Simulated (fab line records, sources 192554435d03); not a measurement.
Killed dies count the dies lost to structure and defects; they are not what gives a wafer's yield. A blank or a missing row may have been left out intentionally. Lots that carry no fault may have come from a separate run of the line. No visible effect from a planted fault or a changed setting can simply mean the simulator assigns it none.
Chamber matching :: flow n5 finfet :: N5_BEOL_M14_DESCUM_15 on rie diel-04 has 4 sister chambers
The step chemistry O2, time 7.9 s. 4 wafers are shown with their chamber, then 8 later ones without.

## WAFERS WITH THEIR CHAMBER
wafer: L078.6
chamber: 2
showerhead plenum p Torr (Torr): 2.05

wafer: L084.3
chamber: 3
showerhead plenum p Torr (Torr): 2.02

wafer: L086.2
chamber: 1
showerhead plenum p Torr (Torr): 1.97

wafer: L087.1
chamber: 0
showerhead plenum p Torr (Torr): 2.16

## WAFERS WITHOUT THEIR CHAMBER
wafer: L087.5
showerhead plenum p Torr (Torr): 2.16

wafer: L087.6
showerhead plenum p Torr (Torr): 2.01

wafer: L089.1
showerhead plenum p Torr (Torr): 1.97

wafer: L089.3
showerhead plenum p Torr (Torr): 2.04

wafer: L089.5
showerhead plenum p Torr (Torr): 1.97

wafer: L093.2
showerhead plenum p Torr (Torr): 2.04

wafer: L093.4
showerhead plenum p Torr (Torr): 2.01

wafer: L093.5
showerhead plenum p Torr (Torr): 2.04

## WHICH CHAMBER EACH WENT THROUGH
wafer: L087.5
from the rows above: 0
in truth: 0

wafer: L087.6
from the rows above: 3
in truth: 3

wafer: L089.1
from the rows above: 1
in truth: 1

wafer: L089.3
from the rows above: can't be placed: 2 or 3
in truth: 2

wafer: L089.5
from the rows above: 1
in truth: 1

wafer: L093.2
from the rows above: can't be placed: 2 or 3
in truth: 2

wafer: L093.4
from the rows above: 3
in truth: 3

wafer: L093.5
from the rows above: can't be placed: 2 or 3
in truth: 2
Placed correctly: 5 of 8. These rows do not allow placing 3 (true chamber among the candidates in 3). 0 placed wrongly.
How it was worked out, from the rows above alone: a wafer's distance from a chamber is the root of the sum, over the readings, of the square of ((its reading less the chamber's mean) divided by the reading's scatter). If the next closest chamber is less than 2 further off than the closest, the wafer can't be placed; otherwise it belongs to the closest. For every chamber, the mean is computed from those of its wafers that are shown. The scatter: with one shown wafer a chamber, the root of the mean of the squares of how far each hidden wafer lies from its nearest shown one.
